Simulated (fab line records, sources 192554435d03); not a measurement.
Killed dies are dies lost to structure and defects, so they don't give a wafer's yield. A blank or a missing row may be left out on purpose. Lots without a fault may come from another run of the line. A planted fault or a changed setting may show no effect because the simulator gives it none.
Chamber matching | flow n5_finfet | N5_BEOL_M4_ETCH_69 on rie_diel-06: 4 sister chambers
The step etches SiARC in CF4, target depth 15.6 nm, time 26 s. 16 wafers are shown with their chamber, then 8 later ones without.

WAFERS WITH THEIR CHAMBER
wafer  | chamber | throttle_valve_pct (%) | drypump_motor_current_A (A) | oes_product_au (a.u.)
L075.1 | 1       | 15.79                  | 5.9                         | 0.64
L075.4 | 0       | 15.47                  | 5.8                         | 0.81
L075.5 | 2       | 15.15                  | 5.9                         | 0.84
L076.1 | 2       | 15.14                  | 5.9                         | 0.83
L076.2 | 0       | 15.45                  | 5.8                         | 0.80
L076.4 | 1       | 15.79                  | 6.0                         | 0.63
L081.1 | 0       | 15.51                  | 5.8                         | 0.77
L081.3 | 3       | 15.73                  | 6.2                         | 0.64
L081.5 | 1       | 15.82                  | 6.0                         | 0.62
L084.2 | 3       | 15.74                  | 6.2                         | 0.64
L084.3 | 2       | 15.17                  | 5.9                         | 0.79
L084.6 | 1       | 15.82                  | 5.9                         | 0.62
L088.2 | 0       | 15.53                  | 5.7                         | 0.76
L088.3 | 3       | 15.76                  | 6.2                         | 0.63
L088.5 | 0       | 15.50                  | 5.8                         | 0.76
L092.2 | 0       | 15.55                  | 5.8                         | 0.75

SIGNATURES (means of the wafers above)
reading                 | chamber 0 | chamber 1 | chamber 2 | chamber 3 | scatter within a chamber
throttle_valve_pct      | 15.5017   | 15.8050   | 15.1533   | 15.7433   | 0.027
drypump_motor_current_A | 5.783     | 5.950     | 5.900     | 6.200     | 0.0391
oes_product_au          | 0.7750    | 0.6275    | 0.8200    | 0.6367    | 0.0198
Rule: a wafer's distance from a chamber is the root of the sum, over the readings, of the square of ((its reading less the chamber's mean) divided by the reading's scatter). The wafer belongs to the nearest chamber; if the next one is less than 2 further off, it can't be placed. The scatter: the root of (the sum of the squares of (reading less its chamber's mean) over the shown wafers, divided by (wafers less chambers)).

WAFERS WITHOUT THEIR CHAMBER
wafer  | throttle_valve_pct (%) | drypump_motor_current_A (A) | oes_product_au (a.u.)
L092.3 | 15.86                  | 6.0                         | 0.62
L092.5 | 15.21                  | 5.9                         | 0.77
L097.1 | 15.56                  | 5.8                         | 0.74
L097.2 | 15.23                  | 5.9                         | 0.74
L097.3 | 15.87                  | 6.0                         | 0.60
L096.3 | 15.55                  | 5.8                         | 0.74
L096.4 | 15.81                  | 6.1                         | 0.62
L096.5 | 15.24                  | 5.9                         | 0.74

WHICH CHAMBER EACH WENT THROUGH
wafer  | from the rows above     | in truth
L092.3 | 1                       | 1
L092.5 | 2                       | 2
L097.1 | 0                       | 0
L097.2 | 2                       | 2
L097.3 | 1                       | 1
L096.3 | 0                       | 0
L096.4 | can't be placed: 3 or 1 | 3
L096.5 | 2                       | 2
Placed correctly: 7 of 8. Can't be placed from these rows: 1 (the true chamber is among the candidates in 1). Placed wrongly: 0.
